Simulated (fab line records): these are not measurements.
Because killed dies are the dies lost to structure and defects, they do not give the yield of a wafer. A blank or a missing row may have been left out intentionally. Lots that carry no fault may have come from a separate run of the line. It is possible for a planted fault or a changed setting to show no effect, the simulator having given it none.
Lot-split experiment -- flow n5Finfet -- 39 wafers read across 7 lots, on a route 1938 steps long

## ABOUT THE SPLIT
At N5_SDB_HM_DEP_00 (deposits SiNx from SiH4/NH3/N2, target thk 40 nm, time 35.3 s), the setting targetThkA was moved away from the recipe's 400 angstrom on 15 of the 39 wafers read, by -33.0% to +55.6%. This setting was run at the recipe's value on the other wafers.

## FROM THE SPLIT TO THE READING: what the file shows between them, 8 steps
- N5_SDB_COAT_03: time 60 s, resist thk 100 nm
- N5_SDB_COAT_04: time 60 s, resist thk 18 nm
- N5_SDB_STRIP_19: strips in N2/H2
- N5_SDB_STRIP_21: strips in CF4
- N5_SDB_HM_OPEN_20: chemistry CH3F/O2, target SiNx, stops on poly-Si, target depth 24 nm
- N5_SDB_STRIP_22: strips in N2/H2
- N5_SDB_PRECLEAN_23: cleans in dHF, time 30 s
- N5_SDB_DUMMY_REMOVE_24: chemistry TMAH, target poly-Si, stops on SiO2, target depth 142 nm, time 57 s, rinse time 30 s

## THE READING
SiNx_of_SDB_HM_DEP_00.thkNm (the simulator's own value, which no gauge read), in nm, at N5_SDB_ETCH_25 (etches SiO2 in C4F6/O2, target depth 10 nm, time 3.3 s). The file does not state a usual value for it. Here, 24 wafers ran the recipe; their average is 38.5 nm with a standard deviation of 0.57 nm.

wafer,"tool, chamber at the split","targetThkA as run, angstrom",against the recipe,"SiNx_of_SDB_HM_DEP_00.thkNm, nm",against lot-mates on the recipe
L076.1,"pecvd-04, 2",400,recipe,37.8,-
L076.2,"pecvd-04, 0,1",400,recipe,38.8,-
L076.4,"pecvd-04, 0,1",400,recipe,38.8,-
L076.3,"pecvd-04, 1,0",400,recipe,38.4,-
L076.5,"pecvd-04, 2",400,recipe,39.2,-
L076.6,"pecvd-04, 1,0",400,recipe,38.6,-
L077.1,"pecvd-04, 0",622.4,+55.6%,60.6,+22.8
L077.2,"pecvd-04, 1",400,recipe,37.8,-
L077.3,"pecvd-04, 2",400,recipe,37.6,-
L077.4,"pecvd-04, 0",622.4,+55.6%,61.4,+23.6
L077.5,"pecvd-04, 1",400,recipe,38,-
L077.6,"pecvd-04, 2",622.4,+55.6%,61,+23.2
L078.1,"pecvd-04, 0,2",400,recipe,38.4,-
L078.2,"pecvd-04, 1",474.5,+18.6%,45.6,+7.1
L078.3,"pecvd-04, 2",474.5,+18.6%,45.2,+6.7
L078.4,"pecvd-04, 1",474.5,+18.6%,46,+7.5
L078.5,"pecvd-04, 0,2",400,recipe,38.6,-
L078.6,"pecvd-04, 0",400,recipe,38.6,-
L080.3,"pecvd-01, 0",400,recipe,38.8,-
L080.5,"pecvd-01, 0",400,recipe,39.4,-
L080.6,"pecvd-01, 1",400,recipe,39,-
L083.1,"pecvd-01, 0",400,recipe,37.8,-
L083.2,"pecvd-01, 1",490.9,+22.7%,47.4,+9.2
L083.4,"pecvd-01, 1",490.9,+22.7%,47.4,+9.2
L083.3,"pecvd-01, 2",400,recipe,38,-
L083.5,"pecvd-01, 2",400,recipe,38.8,-
L083.6,"pecvd-01, 0",490.9,+22.7%,47.8,+9.6
L093.1,"pecvd-01, 2",400,recipe,38,-
L093.2,"pecvd-01, 0",268.2,-33.0%,25.2,-13.7
L093.3,"pecvd-01, 1",268.2,-33.0%,24.4,-14.5
L093.4,"pecvd-01, 2",400,recipe,39.2,-
L093.5,"pecvd-01, 1",268.2,-33.0%,25.4,-13.5
L093.6,"pecvd-01, 0",400,recipe,39.6,-
L095.1,"pecvd-01, 2",326.1,-18.5%,30.4,-7.9
L095.2,"pecvd-01, 0",400,recipe,37.8,-
L095.3,"pecvd-01, 1",326.1,-18.5%,30.2,-8.1
L095.4,"pecvd-01, 1",400,recipe,38,-
L095.5,"pecvd-01, 0",400,recipe,39,-
L095.6,"pecvd-01, 2",326.1,-18.5%,30.8,-7.5
Where a row lists several chambers, the file gives one row for several wafers and doesn't say which wafer went through which chamber.

THE FIT
A straight line over all 39 wafers: SiNx_of_SDB_HM_DEP_00.thkNm changes by +0.406 nm for each +1% of targetThkA; r = +1.00; the points scatter about the line by 0.53 nm.
The same after taking each lot's own level away (the mean of its wafers on the recipe; 39 wafers): +0.416 nm for each +1%; r = +1.00; scatter 0.44 nm.
On that fit, the largest move of targetThkA shifts the reading by 23 nm.
The span of the lots' own levels, 37.80 to 39.07 nm, comes to 2.2 times the standard deviation stated above.
So the lot-to-lot level changes the slope little: the two slopes agree.
Check: for one of the wafers moved furthest among these (+55.6%), held out of the fit, the line's prediction against its lot-mates is +23.1 nm. Against them it came out at +22.8 nm.

## OTHER SPLITS APPLIED TO THESE WAFERS
Note: prior to the reading, these wafers also went through further splits. Each is held against what the fit with the lots' levels taken away leaves over:
other split on the same wafers,wafers away from the commonest value,r with SiNx_of_SDB_HM_DEP_00.thkNm (lot level and that fit taken away)
N5_FIN_SAQP_HM_DEP_03 timeS,9,-0.10
N5_FIN_CUT_CUT_ETCH_26 timeS,18,-0.18

## THE WHOLE CHAIN: every reading that the file lists as answering this split, in the file's order
step,what it does,reading,change (the file's fit),r (the file's)
N5_SDB_HM_DEP_00,"deposits SiNx from SiH4/NH3/N2, target thk 40 nm, time 35.3 s","SiNx_of_SDB_HM_DEP_00.thkNm (the simulator's own value, which no gauge read)",+0.415 nm for each +1% of the setting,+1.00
N5_SDB_HM_OPEN_20,"chemistry CH3F/O2, target SiNx, stops on poly-Si, target depth 24 nm","etch.depthNm (the simulator's own value, which no gauge read)",+0.276 nm for each +1% of the setting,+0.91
N5_SDB_ETCH_25,"etches SiO2 in C4F6/O2, target depth 10 nm, time 3.3 s","SiNx_of_SDB_HM_DEP_00.thkNm (the simulator's own value, which no gauge read)",+0.416 nm for each +1% of the setting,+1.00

## THE FILE'S OWN FIT
SiNx_of_SDB_HM_DEP_00.thkNm changes by +0.416 nm for each +1% of targetThkA, r = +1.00.
